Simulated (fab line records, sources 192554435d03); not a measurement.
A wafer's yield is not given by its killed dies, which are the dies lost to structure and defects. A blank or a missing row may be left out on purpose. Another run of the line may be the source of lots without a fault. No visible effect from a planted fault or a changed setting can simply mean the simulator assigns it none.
Which tool was responsible? + flow n5_finfet + 10 lots, 28 wafers sampled, at 5 steps of a route of 1938

## WHAT THE GAUGES READ, wafer by wafer
N5_BEOL_M12_THK_MEAS_01. Usual: M12_ILD_THK gives 658 nm (standard deviation 8.1).
| lot  | measured     | on            | M12_ILD_THK (nm) | flag |
|------|--------------|---------------|------------------|------|
| L221 | day 12 14:35 | film_metro-01 | 656 640 673      |      |
| L220 | day 12 17:08 | film_metro-01 | 645 642 657      |      |
| L224 | day 13 17:18 | film_metro-02 | 650 666 661      |      |
| L223 | day 13 17:31 | film_metro-02 | 654 660 657      |      |
| L230 | day 14 19:43 | film_metro-01 | 647 641 663      |      |
| L231 | day 15 15:45 | film_metro-02 | 660 994          | OFF  |
| L234 | day 16 15:53 | film_metro-02 | 1001 660         | OFF  |
| L236 | day 16 16:45 | film_metro-02 | 654 654 662      |      |
| L237 | day 16 19:56 | film_metro-02 | 647 655 652      |      |
| L238 | day 16 20:25 | film_metro-01 | 652 660 669      |      |

## TOOL THAT RAN EACH LOT (tool first, then ch and the chambers of the sampled wafers, then the start)
| lot  | N5_BEOL_M11_STRIP_77                          | N5_BEOL_M11_ALD_74                  | N5_BEOL_M11_SPUTTER_48       | N5_BEOL_M12_ILD_DEP_00          |
|------|-----------------------------------------------|-------------------------------------|------------------------------|---------------------------------|
| L221 | rie_diel-05 ch 0,3, day 12 11:16 or earlier   | ald_metal-02 ch 1,2, day 12 11:16   | pvd_sputter-01, day 12 13:23 | pecvd-03 ch 1,2, day 12 14:28   |
| L220 | rie_diel-05 ch 0,1,3, day 12 15:04 or earlier | ald_metal-01 ch 0,1,3, day 12 15:04 | pvd_sputter-03, day 12 15:35 | pecvd-03 ch 0,1,2, day 12 17:00 |
| L224 | rie_diel-06 ch 0,1,3, day 13 14:26 or earlier | ald_metal-02 ch 1,2, day 13 14:26   | pvd_sputter-02, day 13 15:26 | pecvd-03 ch 0,2, day 13 17:10   |
| L223 | rie_diel-02 ch 2,3, day 13 14:26 or earlier   | ald_metal-03 ch 0,1,3, day 13 14:26 | pvd_sputter-02, day 13 15:31 | pecvd-01 ch 0,2, day 13 17:23   |
| L230 | rie_diel-05 ch 0,1,3, day 14 17:55 or earlier | ald_metal-01 ch 0,1,2, day 14 17:55 | pvd_sputter-01, day 14 18:34 | pecvd-02 ch 0,2, day 14 19:35   |
| L231 | rie_diel-05 ch 0,3, day 15 12:32 or earlier   | ald_metal-03 ch 0,2, day 15 12:32   | pvd_sputter-01, day 15 13:21 | pecvd-03 ch 1,2, day 15 15:37   |
| L234 | rie_diel-05 ch 2, day 16 14:12 or earlier     | ald_metal-01 ch 2,3, day 16 14:12   | pvd_sputter-03, day 16 14:44 | pecvd-03 ch 1,2, day 16 15:45   |
| L236 | rie_diel-02 ch 0,3, day 16 15:04 or earlier   | ald_metal-01 ch 1,2, day 16 15:04   | pvd_sputter-01, day 16 15:32 | pecvd-02 ch 0,2, day 16 16:37   |
| L237 | rie_diel-06 ch 0,1,3, day 16 17:58 or earlier | ald_metal-02 ch 0,3, day 16 17:58   | pvd_sputter-01, day 16 18:35 | pecvd-02 ch 1,2, day 16 19:47   |
| L238 | rie_diel-02 ch 0,1,3, day 16 18:32 or earlier | ald_metal-03 ch 0,2,3, day 16 18:32 | pvd_sputter-01, day 16 19:15 | pecvd-01 ch 0,1,2, day 16 20:17 |
- N5_BEOL_M11_STRIP_77: strips in N2/H2, time 10 s.
- N5_BEOL_M11_ALD_74: deposits TaN, target thk 2 nm, pulse time 2 s, purge time 3 s.
- N5_BEOL_M11_SPUTTER_48: material Cu, target thk 12 nm, time 2 s.
- N5_BEOL_M12_ILD_DEP_00: deposits SiOC from DEMS/O2, target thk 658.92 nm, time 130.7 s.

## AS READ BY THE TOOLS THEMSELVES (means over the sampled wafers that have a number; for cases with no such wafer, the mark the record gives instead)
N5_BEOL_M11_STRIP_77. Usual: drypump_motor_current_A 5.7 A, standard deviation 0.35; n2_flow_sccm 199.9 sccm, standard deviation 0.57; oes_product_au 0.78 a.u., standard deviation 0.081; rf_vpp_V 59.3 V, standard deviation 0.92; showerhead_plenum_p_Torr 2.53 Torr, standard deviation 0.098; throttle_valve_pct 23.6 %, standard deviation 0.32.
| lot  | tool        | drypump_motor_current_A (A) | n2_flow_sccm (sccm) | oes_product_au (a.u.) | rf_vpp_V (V) | showerhead_plenum_p_Torr (Torr) | throttle_valve_pct (%) | flag |
|------|-------------|-----------------------------|---------------------|-----------------------|--------------|---------------------------------|------------------------|------|
| L221 | rie_diel-05 | 5.8                         | 199.7               | 0.82                  | 59.0         | 2.49                            | 23.8                   |      |
| L220 | rie_diel-05 | 5.6                         | 199.7               | 0.81                  | 58.8         | 2.49                            | 23.7                   |      |
| L224 | rie_diel-06 | 5.6                         | 199.9               | 0.80                  | 59.2         | 2.56                            | 23.7                   |      |
| L223 | rie_diel-02 | 5.5                         | 200.5               | 0.74                  | 59.8         | 2.46                            | 23.5                   |      |
| L230 | rie_diel-05 | 5.6                         | 199.2               | 0.79                  | 59.4         | 2.48                            | 23.7                   |      |
| L231 | rie_diel-05 | 5.9                         | 199.6               | 0.76                  | 60.4         | 2.49                            | 23.8                   |      |
| L234 | rie_diel-05 | 6.0                         | 199.6               | 0.96                  | 58.9         | 2.60                            | 22.8                   |      |
| L236 | rie_diel-02 | 5.5                         | 200.1               | 0.77                  | 59.1         | 2.53                            | 23.6                   |      |
| L237 | rie_diel-06 | 5.7                         | 199.2               | 0.78                  | 58.5         | 2.55                            | 23.7                   |      |
| L238 | rie_diel-02 | 5.8                         | 200.5               | 0.78                  | 59.2         | 2.58                            | 23.8                   |      |

N5_BEOL_M11_ALD_74. Usual: 420 W for heater_power_w, sd 48.
| lot  | tool         | heater_power_w (W) | flag |
|------|--------------|--------------------|------|
| L221 | ald_metal-02 | 398                |      |
| L220 | ald_metal-01 | 475                |      |
| L224 | ald_metal-02 | 410                |      |
| L223 | ald_metal-03 | 423                |      |
| L230 | ald_metal-01 | 468                |      |
| L231 | ald_metal-03 | 370                |      |
| L234 | ald_metal-01 | 462                |      |
| L236 | ald_metal-01 | 493                |      |
| L237 | ald_metal-02 | 373                |      |
| L238 | ald_metal-03 | 400                |      |

N5_BEOL_M11_SPUTTER_48. Usual: 30.1 % for throttle_valve_pct, sd 1.
| lot  | tool           | throttle_valve_pct (%) | flag |
|------|----------------|------------------------|------|
| L221 | pvd_sputter-01 | 29.8                   |      |
| L220 | pvd_sputter-03 | 30.0                   |      |
| L224 | pvd_sputter-02 | 30.2                   |      |
| L223 | pvd_sputter-02 | 29.4                   |      |
| L230 | pvd_sputter-01 | 29.8                   |      |
| L231 | pvd_sputter-01 | 29.6                   |      |
| L234 | pvd_sputter-03 | 29.9                   |      |
| L236 | pvd_sputter-01 | 30.0                   |      |
| L237 | pvd_sputter-01 | 31.1                   |      |
| L238 | pvd_sputter-01 | 30.6                   |      |

N5_BEOL_M12_ILD_DEP_00. Usual: heater_power_w 503 W, standard deviation 77; run_length_s 175.5 s, standard deviation 0.61; showerhead_plenum_p_Torr 5.694 Torr, standard deviation 0.013; throttle_valve_pct 12.2 %, standard deviation 0.72.
| lot  | tool     | heater_power_w (W) | run_length_s (s) | showerhead_plenum_p_Torr (Torr) | throttle_valve_pct (%) | flag |
|------|----------|--------------------|------------------|---------------------------------|------------------------|------|
| L221 | pecvd-03 | 496                | 175.7            | 5.703                           | 11.6                   |      |
| L220 | pecvd-03 | 510                | 175.8            | 5.702                           | 12.0                   |      |
| L224 | pecvd-03 | 493                | 176.1            | 5.709                           | 11.3                   |      |
| L223 | pecvd-01 | 544                | 175.3            | 5.686                           | 11.7                   |      |
| L230 | pecvd-02 | 452                | 175.9            | 5.685                           | 13.3                   |      |
| L231 | pecvd-03 | 510                | 209.8            | 5.700                           | 12.1                   | OFF  |
| L234 | pecvd-03 | 510                | 210.1            | 5.697                           | 11.8                   | OFF  |
| L236 | pecvd-02 | 444                | 175.9            | 5.689                           | 12.6                   |      |
| L237 | pecvd-02 | 431                | 175.3            | 5.690                           | 12.3                   |      |
| L238 | pecvd-01 | 519                | 175.1            | 5.695                           | 11.9                   |      |

## THE ANSWER, worked out from the rows above alone
Rule: a lot is off if the mean of its wafers that have a number lies more than 3 standard deviations from the usual mean. Also off: a lot with no number at a reading for which 4 or more lots have one. Any other lot the step has rows for is counted as sound. The gauges are gone through in route order, then the tools' own readings, and for those a lot's mean is taken as printed above. At the first step where some lot is off, the reading lying furthest off is the one used; lots without a number count as furthest.
Off: at N5_BEOL_M12_THK_MEAS_01 (M12_ILD_THK), L231, L234.
A tool fits if, at a process step before that reading, it ran every lot that is off, and no sound lot after the first of them. The gauges at N5_BEOL_M12_THK_MEAS_01 aren't tried: what is off there is off at N5_BEOL_M12_ILD_DEP_00 too, on other tools, and a gauge's error can't cause that. Because N5_BEOL_M11_STRIP_77 lacks a start for some lots, the hours and order of its lots are taken from N5_BEOL_M11_ALD_74. Undecided on this evidence; 2 tools fit (rie_diel-05 at N5_BEOL_M11_STRIP_77, pecvd-03 at N5_BEOL_M12_ILD_DEP_00).

## WHAT THE SIMULATOR PUT IN
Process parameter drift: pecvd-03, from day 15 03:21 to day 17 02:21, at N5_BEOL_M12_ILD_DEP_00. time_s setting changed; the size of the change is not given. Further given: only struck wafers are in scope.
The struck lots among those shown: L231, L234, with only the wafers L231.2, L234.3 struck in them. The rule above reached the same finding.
